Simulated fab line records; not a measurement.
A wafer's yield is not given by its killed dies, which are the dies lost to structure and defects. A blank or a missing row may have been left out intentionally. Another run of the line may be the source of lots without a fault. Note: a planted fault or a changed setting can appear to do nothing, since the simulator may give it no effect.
The tool behind it: which one? | flow nand-harc | Sampling: 13 lots, 39 wafers, 5 of 1302 route steps

WHAT THE GAUGES READ, wafer by wafer
NHARC_A_START_INSPECT_01.
lot  | measured     | on                | raw-defect-count
L771 | day 6 13:54  | defect-inspect-02 | 3 4 5
L772 | day 7 01:56  | defect-inspect-02 | 4 4 2
L773 | day 7 23:30  | defect-inspect-02 | 3 5 1
L774 | day 8 04:40  | defect-inspect-01 | 3 8 3
L776 | day 9 00:05  | defect-inspect-01 | 7 7 3
L777 | day 9 10:52  | defect-inspect-01 | 3 5 7
L783 | day 11 17:11 | defect-inspect-02 | 3 3 3
L784 | day 12 19:32 | defect-inspect-01 | 4 4 5
L788 | day 13 21:04 | defect-inspect-02 | 4 0 7
L789 | day 14 01:21 | defect-inspect-02 | 2 1 2
L790 | day 14 21:35 | defect-inspect-01 | 4 3 5
L793 | day 15 22:04 | defect-inspect-01 | 1 5 4
L794 | day 16 06:00 | defect-inspect-01 | 6 6 2

NHARC_A_ONON_D1_THK_MEAS_02: measures by ellipsometry.
lot  | measured     | on            | thk-nm (nm)
L771 | day 7 12:07  | film-metro-01 | 979 980 979
L772 | day 8 01:03  | film-metro-01 | 990 992 993
L773 | day 8 23:27  | film-metro-02 | 1021 1019 1019
L774 | day 9 04:02  | film-metro-01 | 1002 1002 1002
L776 | day 9 23:31  | film-metro-01 | 998 998 999
L777 | day 10 09:43 | film-metro-01 | 986 988 987
L783 | day 12 15:12 | film-metro-02 | 1098 1098 1099
L784 | day 13 17:49 | film-metro-02 | 1098 1100 1099
L788 | day 14 19:59 | film-metro-02 | 1003 1002 1002
L789 | day 15 03:07 | film-metro-02 | 1005 1003 1003
L790 | day 15 19:57 | film-metro-02 | 997 998 996
L793 | day 16 18:26 | film-metro-01 | 1012 1012 1013
L794 | day 17 05:38 | film-metro-01 | 1012 1013 1014

NHARC_END_SORT_01.
lot  | measured     | on        | killed-at-array | killed-at-other | killed-at-periphery | killed-dies | killed-open | killed-short
L783 | day 29 07:23 | prober-01 | 675 676 676     | 1 0 0           | 1 1 1               | 677 677 677 | 1 4 4       | 5 4 1
L784 | day 29 21:08 | prober-01 | 673 673 674     | 1 0 1           | 3 4 2               | 677 677 677 | 2 6 2       | 1 2 1

WHICH TOOL RAN EACH LOT (tool, then ch and the chambers of the sampled wafers, then the start)
lot  | NHARC_A_ZERO_WELL_DESCUM_12        | NHARC_A_ONON_D1_DEP_00
L771 | rie-diel-10 ch 1,2,3, day 6 14:55  | pecvd-onon-01 ch 0, day 7 11:40
L772 | rie-diel-10 ch 1,2,3, day 7 02:57  | pecvd-onon-02 ch 0, day 8 00:36
L773 | rie-diel-12 ch 1,2, day 8 00:30    | pecvd-onon-01 ch 0, day 8 22:56
L774 | rie-diel-10 ch 0,1,3, day 8 05:41  | pecvd-onon-03 ch 0, day 9 03:32
L776 | rie-diel-10 ch 1,2,3, day 9 01:04  | pecvd-onon-01 ch 0, day 9 23:04
L777 | rie-diel-12 ch 0,1, day 9 11:44    | pecvd-onon-02 ch 0, day 10 09:19
L783 | rie-diel-12 ch 1,2, day 11 18:03   | pecvd-onon-02 ch 0, day 12 14:44
L784 | rie-diel-09 ch 0,1,2, day 12 20:32 | pecvd-onon-02 ch 0, day 13 17:17
L788 | rie-diel-09 ch 0,1,3, day 13 22:05 | pecvd-onon-01 ch 0, day 14 19:32
L789 | rie-diel-12 ch 0,2,3, day 14 02:21 | pecvd-onon-01 ch 0, day 15 02:40
L790 | rie-diel-10 ch 0,2,3, day 14 22:37 | pecvd-onon-03 ch 0, day 15 19:37
L793 | rie-diel-09 ch 0,1,3, day 15 22:57 | pecvd-onon-01 ch 0, day 16 17:56
L794 | rie-diel-10 ch 0,2,3, day 16 07:01 | pecvd-onon-02 ch 0, day 17 05:11
- NHARC_A_ZERO_WELL_DESCUM_12: chemistry O2, time 3 s.
- NHARC_A_ONON_D1_DEP_00: target thk 1000 nm.

WHAT THE TOOLS THEMSELVES READ (means of the sampled wafers that have a number; where no wafer has one, the mark that the record gives instead)
NHARC_A_ZERO_WELL_DESCUM_12.
lot  | tool        | chamber-pressure-mTorr (mTorr) | drypump-motor-current-A (A) | oes-product-au (a.u.) | rf-vpp-V (V) | showerhead-plenum-p-Torr (Torr) | throttle-valve-pct (%)
L771 | rie-diel-10 | 60.02                          | 5.0                         | 1.003                 | 57.3         | 1.87                            | 11.312
L772 | rie-diel-10 | 59.97                          | 5.0                         | 0.995                 | 57.7         | 1.87                            | 11.307
L773 | rie-diel-12 | 60.09                          | 6.3                         | 0.988                 | 58.2         | 1.88                            | 11.306
L774 | rie-diel-10 | 59.98                          | 5.1                         | 0.995                 | 57.0         | 1.89                            | 11.312
L776 | rie-diel-10 | 59.99                          | 5.0                         | 0.996                 | 57.9         | 1.87                            | 11.305
L777 | rie-diel-12 | 60.00                          | 6.6                         | 0.990                 | 58.5         | 1.88                            | 11.315
L783 | rie-diel-12 | 60.03                          | 6.3                         | 0.994                 | 58.3         | 1.87                            | 11.311
L784 | rie-diel-09 | 60.02                          | 6.1                         | 0.988                 | 57.4         | 1.90                            | 11.306
L788 | rie-diel-09 | 59.98                          | 6.0                         | 0.988                 | 57.8         | 1.95                            | 11.316
L789 | rie-diel-12 | 60.00                          | 6.0                         | 0.996                 | 57.3         | 1.89                            | 11.319
L790 | rie-diel-10 | 59.98                          | 5.3                         | 1.001                 | 57.5         | 1.92                            | 11.306
L793 | rie-diel-09 | 59.97                          | 6.0                         | 1.008                 | 58.1         | 1.95                            | 11.314
L794 | rie-diel-10 | 60.01                          | 5.4                         | 1.012                 | 57.7         | 1.92                            | 11.306

NHARC_A_ONON_D1_DEP_00.
lot  | tool          | n2o-flow-sccm (sccm) | susceptor-temp-C (C)
L771 | pecvd-onon-01 | 2001                 | 399.78
L772 | pecvd-onon-02 | 2000                 | 399.86
L773 | pecvd-onon-01 | 1998                 | 400.15
L774 | pecvd-onon-03 | 1999                 | 400.04
L776 | pecvd-onon-01 | 1998                 | 399.69
L777 | pecvd-onon-02 | 1997                 | 399.88
L783 | pecvd-onon-02 | 1997                 | 399.75
L784 | pecvd-onon-02 | 2000                 | 399.83
L788 | pecvd-onon-01 | 2004                 | 399.81
L789 | pecvd-onon-01 | 2002                 | 400.05
L790 | pecvd-onon-03 | 1994                 | 400.31
L793 | pecvd-onon-01 | 1997                 | 400.16
L794 | pecvd-onon-02 | 1991                 | 400.27

THE ANSWER, worked out from the rows above alone
Rule: usual is defined by the lots themselves. Put in order of their means at a reading, lots are off if they are a third of the lots or fewer, leave a main group of 4 or more, and stand apart from it by a gap of 3 or more times the standard deviation of the main group's means; of several such gaps the widest counts. A main group is skipped when, at the precision printed for the reading in the tables above, its means are all equal. A lot without any number at a reading at which 4 lots or more have one is off too. Any other lot the step has rows for is counted as sound. After the gauges, taken in route order, come the tools' own readings; for these a lot's mean is taken, as printed above. At the first step where some lot is off, the reading lying furthest off is the one used; lots without a number count as furthest.
Off: L783, L784, at NHARC_A_ONON_D1_THK_MEAS_02 (thk-nm). For the main group the mean is 1001 nm and the standard deviation 11.
If a tool, at a process step before that reading, ran all the lots that are off and no sound lot after the first of them, it fits. The gauges at NHARC_A_ONON_D1_THK_MEAS_02 are tried like those tools. Of those tried, none fits.

WHAT THE SIMULATOR PUT IN
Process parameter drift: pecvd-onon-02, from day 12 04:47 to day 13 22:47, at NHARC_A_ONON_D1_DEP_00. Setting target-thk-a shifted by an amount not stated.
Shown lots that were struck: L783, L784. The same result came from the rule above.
